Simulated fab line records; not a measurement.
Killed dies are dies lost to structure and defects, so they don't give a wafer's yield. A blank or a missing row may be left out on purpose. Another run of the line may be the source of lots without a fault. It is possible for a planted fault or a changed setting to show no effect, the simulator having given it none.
Chamber matching    flow n5_finfet    N5_BEOL_M4_PRE_CLEAN_60 on cvd_co-01 has 3 sister chambers
The step time 15 s. 3 wafers are shown with their chamber, then 12 later ones without.

WAFERS PAIRED WITH THEIR CHAMBERS
wafer   chamber  heater_power_outer_w (W)
L088.6  2        32
L089.4  1        27
L089.6  0        43

WAFERS WITHOUT THEIR CHAMBER
wafer   heater_power_outer_w (W)
L087.1  27
L087.3  43
L087.5  42
L090.1  32
L090.4  27
L090.6  43
L093.1  43
L093.4  42
L093.5  28
L097.1  30
L097.2  43
L097.5  31

THE CHAMBER EACH PASSED THROUGH
wafer   from the rows above      in truth
L087.1  1                        1
L087.3  0                        0
L087.5  0                        0
L090.1  2                        2
L090.4  1                        1
L090.6  0                        0
L093.1  0                        0
L093.4  0                        0
L093.5  1                        1
L097.1  can't be placed: 2 or 1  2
L097.2  0                        0
L097.5  2                        2
Correct placement for 11 of the 12. Unplaceable from these rows: 1, with the true chamber sitting among the candidates in 1. 0 placed wrongly.
How it was worked out, from the rows above alone: a wafer's distance from a chamber is the root of the sum, over the readings, of the square of ((its reading less the chamber's mean) divided by the reading's scatter). The wafer belongs to the nearest chamber; if the next one is less than 2 further off, it can't be placed. Each chamber's mean is taken over the wafers shown for it. The scatter (one wafer shown for each chamber): square how far every hidden wafer sits from the nearest shown wafer, average those squares and take the square root.
